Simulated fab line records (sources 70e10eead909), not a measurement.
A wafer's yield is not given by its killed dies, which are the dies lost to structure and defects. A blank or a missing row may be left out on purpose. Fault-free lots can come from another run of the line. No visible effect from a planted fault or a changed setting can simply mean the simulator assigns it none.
Matching of chambers	flow nand_harc	NHARC_P_M1_CMP_23 on cmp-03: 4 sister chambers
The step polishes, t overpolish 20 s, target thk 157.82 nm. 8 wafers are shown with their chamber, then 11 later ones without.

## WAFERS, EACH WITH ITS CHAMBER
wafer	chamber	motor_current_A (A)	time_to_endpoint_s (s)
L084.1	0	12.8	30.4
L085.6	0	12.4	28.2
L086.1	2	11.5	27.4
L086.3	1	10.3	24.5
L091.2	1	10.1	25.9
L091.3	3	11.5	26.0
L091.4	2	12.3	28.4
L092.2	3	11.5	27.7

## WAFERS MISSING THEIR CHAMBER
wafer	motor_current_A (A)	time_to_endpoint_s (s)
L092.4	10.0	28.6
L092.6	11.9	28.2
L094.1	10.5	26.9
L094.2	11.1	28.3
L094.3	12.2	28.2
L095.1	10.5	30.8
L095.2	11.8	29.8
L095.6	10.4	28.3
L097.1	11.5	30.3
L097.3	10.8	31.8
L097.5	10.4	29.9

## WHICH CHAMBER EACH ONE RAN IN
wafer	from the rows above	in truth
L092.4	can't be placed: 1 or 3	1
L092.6	can't be placed: 2 or 3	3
L094.1	can't be placed: 1 or 3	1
L094.2	can't be placed: 3 or 2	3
L094.3	can't be placed: 2 or 0 or 3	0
L095.1	can't be placed: 3 or 1 or 2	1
L095.2	can't be placed: 2 or 0 or 3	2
L095.6	can't be placed: 1 or 3 or 2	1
L097.1	can't be placed: 2 or 3 or 0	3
L097.3	can't be placed: 2 or 3 or 0 or 1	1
L097.5	can't be placed: 1 or 3 or 2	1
Placed correctly: 0 of 11. Not placeable from these rows: 11 (in 11, the candidates include the true chamber). Placed wrongly: 0.
How it was worked out, from the rows above alone: a wafer's distance from a chamber is the root of the sum, over the readings, of the square of ((its reading less the chamber's mean) divided by the reading's scatter). The wafer belongs to the nearest chamber; if the next one is less than 2 further off, it can't be placed. The mean given for a chamber averages the wafers shown for that chamber. The scatter: the root of (the sum of the squares of (reading less its chamber's mean) over the shown wafers, divided by (wafers less chambers)).
